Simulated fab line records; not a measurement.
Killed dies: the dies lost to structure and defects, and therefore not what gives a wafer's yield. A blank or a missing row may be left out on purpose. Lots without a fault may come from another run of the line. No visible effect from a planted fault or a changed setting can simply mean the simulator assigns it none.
The tool behind it: which one? | flow nand-harc | 14 lots, 42 wafers sampled, at 5 steps of a route of 1302

## WHAT THE GAUGES SHOWED, per wafer
NHARC_THIN_TSV_CD_MEAS_37. Usual: cd-nm at 5003 nm, with a standard deviation of 3.6.
lot  | measured     | on        | cd-nm (nm)     | flag
L346 | day 24 16:29 | cd-sem-01 | 5002 5006 5004 |
L347 | day 24 23:25 | cd-sem-03 | 5001 5003 4996 |
L350 | day 25 17:36 | cd-sem-01 | 5005 4992 5003 |
L351 | day 26 00:17 | cd-sem-02 | 5007 5005 4999 |
L352 | day 26 14:18 | cd-sem-03 | 4998 5004 5010 |
L358 | day 28 23:43 | cd-sem-03 | 5006 5003 5001 |
L357 | day 28 23:28 | cd-sem-01 | 5005 5006 5003 |
L363 | day 32 09:55 | cd-sem-02 | 5002 5003 5003 |
L364 | day 32 10:58 | cd-sem-02 | 4999 5004 5001 |
L365 | day 32 19:09 | cd-sem-03 | 5004 5004 4993 |
L366 | day 32 20:20 | cd-sem-03 | 5006 5004 4999 |
L367 | day 32 21:40 | cd-sem-03 | 5005 5002 5003 |
L368 | day 32 23:04 | cd-sem-03 | 5006 5004 5005 |
L369 | day 33 10:22 | cd-sem-03 | 5006 5006 5006 |

NHARC_END_SORT_01. Usual: for defect-limited-yield, 90 % with a standard deviation of 3.4; for killed-at-array, 61 with a standard deviation of 24; for killed-at-other, 1.2 with a standard deviation of 1.3; for killed-at-periphery, 3.7 with a standard deviation of 2.6; for killed-dies, 66 with a standard deviation of 23; for killed-open, 3.3 with a standard deviation of 1.8; for killed-short, 2.4 with a standard deviation of 1.6.
lot  | measured     | on        | defect-limited-yield (%) | killed-at-array | killed-at-other | killed-at-periphery | killed-dies | killed-open | killed-short | flag
L351 | day 26 08:52 | prober-01 | 94 95 95                 | 34 31 33        | 2 1 2           | 3 5 2               | 39 37 37    | 5 4 2       | 5 2 1        |
L352 | day 26 21:58 | prober-02 | 91 92 91                 | 56 51 56        | 0 1 2           | 4 1 4               | 60 53 62    | 4 3 1       | 5 0 0        |
L358 | day 29 07:20 | prober-02 | 78 79 78                 | 150 140 145     | 1 2 2           | 1 1 3               | 152 143 150 | 3 5 5       | 1 2 2        | OFF
L357 | day 29 07:17 | prober-01 | 79 77 76                 | 142 155 154     | 0 0 1           | 3 4 5               | 145 159 160 | 4 6 2       | 3 4 6        | OFF

## EACH LOT AND THE TOOL THAT RAN IT (in order: tool; ch and the chambers of the sampled wafers; start)
lot  | NHARC_A_BONDPAD_STRIP_16            | NHARC_THIN_TSV_STRIP_45              | NHARC_THIN_TSV_STRIP_56
L346 | wet-bench-10 ch 2,3,5, day 23 18:14 | plasma-asher-02 ch 0, day 24 10:07   | plasma-asher-01 ch 0, day 24 15:44
L347 | wet-bench-08 ch 0,1,4, day 24 01:02 | plasma-asher-02 ch 0,1, day 24 17:12 | plasma-asher-02 ch 0,1, day 24 22:40
L350 | wet-bench-08 ch 0,1,3, day 24 20:01 | plasma-asher-01 ch 0,1, day 25 11:13 | plasma-asher-02 ch 0,1, day 25 16:53
L351 | wet-bench-10 ch 1,5,6, day 25 00:08 | plasma-asher-01 ch 0,1, day 25 17:57 | plasma-asher-02 ch 0,1, day 25 23:29
L352 | wet-bench-10 ch 0,1,3, day 25 17:19 | plasma-asher-01 ch 0,1, day 26 07:50 | plasma-asher-02 ch 0,1, day 26 13:33
L358 | wet-bench-10 ch 1,3,6, day 28 01:03 | plasma-asher-01 ch 0,1, day 28 17:23 | plasma-asher-01 ch 0,1, day 28 22:55
L357 | wet-bench-10 ch 0,6,7, day 28 04:22 | plasma-asher-01 ch 0,1, day 28 16:20 | plasma-asher-02 ch 0,1, day 28 22:40
L363 | wet-bench-10 ch 2,3,6, day 31 06:59 | plasma-asher-02 ch 0,1, day 32 03:38 | plasma-asher-02 ch 0,1, day 32 09:06
L364 | wet-bench-08 ch 1,3,7, day 31 08:50 | plasma-asher-02 ch 0,1, day 32 04:45 | plasma-asher-01 ch 0,1, day 32 10:18
L365 | wet-bench-10 ch 0,2,3, day 31 15:43 | plasma-asher-02 ch 0,1, day 32 12:50 | plasma-asher-02 ch 0,1, day 32 18:24
L366 | wet-bench-08 ch 1,3,5, day 31 17:35 | plasma-asher-02 ch 0,1, day 32 14:07 | plasma-asher-02 ch 0,1, day 32 19:32
L367 | wet-bench-10 ch 0,1,5, day 31 23:36 | plasma-asher-02 ch 0,1, day 32 15:29 | plasma-asher-02 ch 0,1, day 32 20:57
L368 | wet-bench-10 ch 3,4,6, day 31 23:50 | plasma-asher-02 ch 0,1, day 32 16:35 | plasma-asher-01 ch 0,1, day 32 22:19
L369 | wet-bench-08 ch 0,3,4, day 32 12:41 | plasma-asher-01 ch 0,1, day 33 03:54 | plasma-asher-02 ch 0,1, day 33 09:35
- NHARC_A_BONDPAD_STRIP_16: strips in post etch residue remover, time 600 s.
- NHARC_THIN_TSV_STRIP_45: strips in O2.
- NHARC_THIN_TSV_STRIP_56: strips in O2.

## WHAT THE TOOLS THEMSELVES READ (means of the sampled wafers that have a number; where no wafer has one, the mark that the record gives instead)
NHARC_THIN_TSV_STRIP_45. Usual: drypump-motor-current-A 5.2 A, standard deviation 0.49; heater-power-w 314 W, standard deviation 20.
lot  | tool            | drypump-motor-current-A (A) | heater-power-w (W) | flag
L346 | plasma-asher-02 | 4.7                         | 345                |
L347 | plasma-asher-02 | 4.8                         | 330                |
L350 | plasma-asher-01 | 5.4                         | 298                |
L351 | plasma-asher-01 | 5.4                         | 299                |
L352 | plasma-asher-01 | 5.4                         | 297                |
L358 | plasma-asher-01 | 5.4                         | 298                |
L357 | plasma-asher-01 | 5.4                         | 299                |
L363 | plasma-asher-02 | 4.8                         | 334                |
L364 | plasma-asher-02 | 5.0                         | 314                |
L365 | plasma-asher-02 | 4.9                         | 330                |
L366 | plasma-asher-02 | 5.0                         | 319                |
L367 | plasma-asher-02 | 5.0                         | 315                |
L368 | plasma-asher-02 | 4.8                         | 330                |
L369 | plasma-asher-01 | 5.8                         | 298                |

NHARC_THIN_TSV_STRIP_56. Usual: drypump-motor-current-A 5.2 A, standard deviation 0.5; heater-power-w 313 W, standard deviation 20.
lot  | tool            | drypump-motor-current-A (A) | heater-power-w (W) | flag
L346 | plasma-asher-01 | 5.1                         | 298                |
L347 | plasma-asher-02 | 4.8                         | 326                |
L350 | plasma-asher-02 | 4.9                         | 315                |
L351 | plasma-asher-02 | 4.9                         | 313                |
L352 | plasma-asher-02 | 4.8                         | 330                |
L358 | plasma-asher-01 | 5.4                         | 302                |
L357 | plasma-asher-02 | 4.9                         | 324                |
L363 | plasma-asher-02 | 5.0                         | 321                |
L364 | plasma-asher-01 | 5.7                         | 304                |
L365 | plasma-asher-02 | 4.8                         | 327                |
L366 | plasma-asher-02 | 5.0                         | 319                |
L367 | plasma-asher-02 | 5.0                         | 321                |
L368 | plasma-asher-01 | 5.4                         | 303                |
L369 | plasma-asher-02 | 4.9                         | 323                |

## THE ANSWER, worked out from the rows above alone
Rule: a lot counts as off when the mean over its wafers that have a number is more than 3 standard deviations away from the usual mean. A lot without any number at a reading at which 4 lots or more have one is off too. The other lots that the step has rows for count as sound. Order of review: gauges by route order, followed by the tools' own readings, for which a lot's mean as printed above is used. At the first step where some lot is off, the reading lying furthest off is the one used; lots without a number count as furthest.
Off: L358, L357, at NHARC_END_SORT_01 (killed-dies). Neither off nor sound, because the step has no rows for them: L346, L347, L350, L363, L364, L365, L366, L367, L368, L369.
A tool fits if, at a process step before that reading, it ran every lot that is off, and no sound lot after the first of them. Those tools and the gauges at NHARC_END_SORT_01 are tried in the same way. 2 tools fit, wet-bench-10 at NHARC_A_BONDPAD_STRIP_16 and plasma-asher-01 at NHARC_THIN_TSV_STRIP_45, so this cannot tell which one it is.

## WHAT HAD BEEN PUT IN BY THE SIMULATOR
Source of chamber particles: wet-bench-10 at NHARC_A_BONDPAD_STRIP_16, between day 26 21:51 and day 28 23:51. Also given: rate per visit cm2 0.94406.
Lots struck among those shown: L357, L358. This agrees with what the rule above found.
